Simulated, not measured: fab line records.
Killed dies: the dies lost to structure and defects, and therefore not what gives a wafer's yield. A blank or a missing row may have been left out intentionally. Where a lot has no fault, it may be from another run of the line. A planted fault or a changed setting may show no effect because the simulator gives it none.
A struck lot beside a sound one -- flow nand-harc -- 15 out of 1302 route steps
Sound: these wafers, L898.1, L898.4, L898.6. Struck: wafers L891.2, L891.4 (left out: L891.1, a lot-mate that was not struck); the cause follows at the end.
For every step that has rows: the tool of each side, followed by ch and its chambers, followed by its first start. Under that, the readings that differ: sound wafers -- struck wafers -- difference of the means -- sigmas: that difference in standard deviations of wafers without a fault.
alike: same words and numbers on both sides, and readings whose means sit less than 2 such deviations apart. not compared: any withheld reading, any reading some wafer has no value for, any bound like >300 that may hide the same value, and any number with overlapping values for which the record gives no deviation.
A row with sigmas, a row that says differs or no value, or rows on one side alone: a step with any of these is where the two part. Numbers that don't overlap but have no deviation are shown without sigmas and don't part them. A reading that every wafer of one side lacks parts them only if that side has two wafers or more.

NHARC_A_CONTACT_ETCH_78: etches the open film in O2/COS, target depth 5300 nm, time 1378 s.
  sound: rie-diel-03 ch 0,1; struck: rie-diel-13 ch 0,2
  alike: cos-flow-sccm, drypump-motor-current-A, oes-product-au, rf-vpp-V, run-length-s, showerhead-plenum-p-Torr, throttle-valve-pct
  not compared: rf-hours-counter-h
NHARC_A_CONTACT_ETCH_124: etches the open film in C4F8/O2/Ar, time 140 s, target depth 700 nm.
  sound on har-cap-etch-03 ch 1, day 31 06:38; struck on har-cap-etch-02 ch 0,1, day 28 00:09
  alike: run-length-s
  not compared: rf-hours-counter-h
then, 1 step without rows for these wafers: NHARC_A_CONTACT_ETCH_125 (etches the open film in C4F8/O2/Ar, time 197 s, target depth 1918 nm).
NHARC_A_CONTACT_ETCH_126: etches the open film in C4F8/O2/Ar, time 197 s, target depth 1918 nm.
  sound on har-cap-etch-03 ch 1, day 31 07:01; struck on har-cap-etch-02 ch 0,1, day 28 00:44
  not compared: rf-hours-counter-h, run-length-s
then, 5 steps without rows for these wafers: NHARC_A_CONTACT_ETCH_127 (etches the open film in C4F8/O2/Ar, time 197 s, target depth 1918 nm); NHARC_A_CONTACT_ETCH_128 (etches the open film in C4F8/O2/Ar, time 197 s, target depth 1918 nm); NHARC_A_CONTACT_ETCH_129 (etches the open film in C4F8/O2/Ar, time 197 s, target depth 1918 nm); NHARC_A_CONTACT_ETCH_130 (etches the open film in C4F8/O2/Ar, time 197 s, target depth 1918 nm); NHARC_A_CONTACT_ETCH_131 (etches the open film in C4F8/O2/Ar, time 197 s, target depth 1918 nm).
NHARC_A_CONTACT_ETCH_132: etches the open film in C4F8/O2/Ar, time 197 s, target depth 1924 nm.
  sound on har-cap-etch-03 ch 1, day 31 08:04; struck on har-cap-etch-02 ch 0,1, day 28 02:08
  not compared: rf-hours-counter-h, run-length-s
NHARC_A_CONTACT_ETCH_133: etches the open film in C4F8/O2/Ar, time 374 s, target depth 1610 nm.
  sound on har-cap-etch-03 ch 1, day 31 08:17; struck on har-cap-etch-02 ch 0,1, day 28 02:23
  alike: run-length-s
  not compared: rf-hours-counter-h
then, 1 step without rows for these wafers: NHARC_A_CONTACT_ETCH_91 (etches the open film in CH3F/O2, target depth 40 nm, time 85.7 s).
NHARC_A_CONTACT_ETCH_97: etches the open film in C4F6/O2, target depth 20 nm, time 10 s.
  sound on rie-diel-10 ch 0,2, day 31 09:08; struck on rie-diel-10 ch 0, day 28 03:31
reading,sound,struck,difference,sigmas
run-length-s (s),31.2 30.8 31.3,27.0 27.0,-4.1,-11
  alike: c4f6-flow-sccm, drypump-motor-current-A, oes-product-au, rf-vpp-V, showerhead-plenum-p-Torr, throttle-valve-pct
  not compared: rf-hours-counter-h
NHARC_A_CONTACT_CD_MEAS_80:
  sound on cd-sem-03 at day 31 09:13; struck on cd-sem-03 at day 28 03:37
  alike: cd-nm
-- the record jumps here: 2 days lie between the struck wafers' starts before and after (it left off in module A_CONTACT and takes up again in module END, whose first step shown is number 1302 of the route) --
NHARC_END_SORT_01:
  only the struck wafers appear in the record here, on prober-02 ch 0 at day 30 11:59; the sound ones have no rows

WHERE THEY PART
At NHARC_A_CONTACT_ETCH_97 first; at NHARC_END_SORT_01 last (within this record only).

WHY: whatever the simulator had introduced
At NHARC_A_CONTACT_ETCH_97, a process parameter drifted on rie-diel-10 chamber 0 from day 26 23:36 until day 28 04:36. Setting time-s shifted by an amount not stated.
